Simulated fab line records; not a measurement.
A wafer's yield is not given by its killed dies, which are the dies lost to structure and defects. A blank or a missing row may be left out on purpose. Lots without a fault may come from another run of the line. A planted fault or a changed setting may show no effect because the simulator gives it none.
Comparing a struck lot with a sound one :: flow n5_finfet :: 28 steps out of a route of 1938
Sound: the wafers L756.1, L756.3, L756.5. Wafers L768.1, L768.4, L768.5 were the ones struck. Last of all comes the cause.
For every step that has rows: the tool of each side, followed by ch and its chambers, followed by its first start. Under that, the readings that differ: sound wafers :: struck wafers :: difference of the means :: sigmas: that difference in standard deviations of wafers without a fault.
alike: words and numbers the same on both sides, and readings whose means are apart by under 2 such deviations; not compared: readings that were withheld, readings missing a value for some wafer, numbers with overlapping values and no deviation given by the record, and bounds like >300 which may hide the same value.
Wherever a step has rows on one side only, a row that says differs or no value, or a row with sigmas, the two part there. Numbers that don't overlap but have no deviation are shown without sigmas and don't part them. A reading missing from all wafers of one side parts the sides only when that side holds two or more wafers.

first, 11 steps without rows for these wafers: N5_BEOL_M8_CURE_75 (cures SiCOH lowk, time 120 s); N5_BEOL_M8_DEGAS_44 (time 60 s); N5_BEOL_M8_PRE_CLEAN_45 (time 30 s); N5_BEOL_M8_ALD_77 (deposits TaN, target thk 2 nm, pulse time 2 s, purge time 3 s); N5_BEOL_M8_SURFACE_TREAT_79; N5_BEOL_M8_CVD_78 (deposits Co from CCTBA/H2, target thk 2 nm, time 142.3 s); N5_BEOL_M8_SPUTTER_48 (material Cu, target thk 10 nm, time 1.667 s); N5_BEOL_M8_ECD_50 (material Cu, target thk 300 nm); N5_BEOL_M8_ANNEAL_51 (time 90 s); N5_BEOL_M8_CMP_52 (polishes, stops on SiCOH lowk, t overpolish 6.9 s, target thk 80 nm); N5_BEOL_M8_PRE_CLEAN_55 (time 15 s).
N5_BEOL_M8_DEP_56: deposits SiCN from 3MS/NH3, target thk 10 nm, time 17.5 s.
  sound on pecvd-01 ch 1,2, day 10 17:53; struck on pecvd-01 ch 0,1,2, day 13 16:53
  alike: chamber_pressure_Torr, showerhead_plenum_p_Torr, throttle_valve_pct
N5_BEOL_M8_INSPECT_58: inspects for defects (darkfield).
  struck on defect_inspect-02, day 13 16:58; sound on defect_inspect-02, day 10 17:59
reading: raw_defect_count
sound: 84 74 68
struck: 1010 1015 1125
difference: +975
sigmas: +49
then, 12 steps without rows for these wafers: N5_BEOL_M9_ILD_DEP_00 (deposits SiCOH lowk from DEMS/porogen, target thk 308.51 nm, time 58 s); N5_BEOL_M9_CURE_71 (cures SiCOH lowk, time 240 s); N5_BEOL_M9_PECVD_70 (deposits SiO2 from TEOS/O2, target thk 20 nm, time 22.7 s); N5_BEOL_M9_HM_DEP_02 (deposits TiN, target thk 20 nm); N5_BEOL_M9_COAT_59 (time 60 s, resist thk 100 nm); N5_BEOL_M9_COAT_60 (time 60 s, resist thk 30 nm); N5_BEOL_M9_COAT_05 (resist thk 90 nm); N5_BEOL_M9_EBR_07; N5_BEOL_M9_SOFTBAKE_06 (time 60 s); N5_BEOL_M9_EXPOSE_08 (exposes mask M9); N5_BEOL_M9_PEB_09 (peb time 60 s); N5_BEOL_M9_DEVELOP_10 (develop time 30 s).
N5_BEOL_M9_INSPECT_13: inspects for defects (brightfield).
  struck on defect_inspect-02, day 13 18:21; sound on defect_inspect-02, day 10 22:33
reading: raw_defect_count
sound: 357 402 370
struck: 1219 1317 1431
difference: +946
sigmas: +12
then, 1 step without rows for these wafers: N5_BEOL_M9_DESCUM_16 (chemistry O2, time 7.9 s).
-- the record jumps here: 3 days lie between the struck wafers' starts before and after (it left off in module BEOL_M9 and takes up again in module PASSIVATION, whose first step shown is number 1936 of the route) --
N5_PASSIVATION_PROBE_49:
  the record has rows for the struck wafers here (prober-02, day 16 12:06) and none for the sound ones

## WHERE THEY PART
First at N5_BEOL_M8_INSPECT_58; last, within this record, at N5_PASSIVATION_PROBE_49.

WHY: what the simulator had put in
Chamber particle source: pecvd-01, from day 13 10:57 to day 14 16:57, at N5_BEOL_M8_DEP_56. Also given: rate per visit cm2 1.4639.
